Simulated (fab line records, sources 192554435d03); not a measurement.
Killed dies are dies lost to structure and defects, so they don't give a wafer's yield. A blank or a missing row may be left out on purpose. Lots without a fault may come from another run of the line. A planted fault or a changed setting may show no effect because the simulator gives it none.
Chamber matching | flow n5_finfet | N5_BEOL_M0_CUTY_ETCH_62 on rie_diel-02: 4 sister chambers
The step etches SiARC in CF4, time 58.5 s. 4 wafers are shown with their chamber, then 12 later ones without.

WAFERS WITH THEIR CHAMBER
wafer  | chamber | drypump_motor_current_A (A)
L088.2 | 3       | 5.8
L088.3 | 2       | 5.4
L088.5 | 1       | 6.0
L088.6 | 0       | 5.7

WAFERS WITHOUT THEIR CHAMBER
wafer  | drypump_motor_current_A (A)
L091.2 | 5.3
L091.5 | 6.0
L091.6 | 5.3
L094.1 | 5.8
L094.4 | 6.0
L094.5 | 5.7
L096.3 | 5.7
L096.4 | 6.0
L096.6 | 5.7
L097.2 | 6.0
L097.3 | 5.8
L097.5 | 6.0

WHICH CHAMBER EACH WENT THROUGH
wafer  | from the rows above | in truth
L091.2 | 2                   | 2
L091.5 | 1                   | 1
L091.6 | 2                   | 2
L094.1 | 3                   | 3
L094.4 | 1                   | 1
L094.5 | 0                   | 0
L096.3 | 0                   | 0
L096.4 | 1                   | 1
L096.6 | 0                   | 0
L097.2 | 1                   | 1
L097.3 | 3                   | 3
L097.5 | 1                   | 1
Placed correctly: 12 of 12. Can't be placed from these rows: 0. Placed wrongly: 0.
How it was worked out, from the rows above alone: a wafer's distance from a chamber is the root of the sum, over the readings, of the square of ((its reading less the chamber's mean) divided by the reading's scatter). The wafer belongs to the nearest chamber; if the next one is less than 2 further off, it can't be placed. A chamber's mean is the mean of its shown wafers. The scatter: with one shown wafer a chamber, the root of the mean of the squares of how far each hidden wafer lies from its nearest shown one.
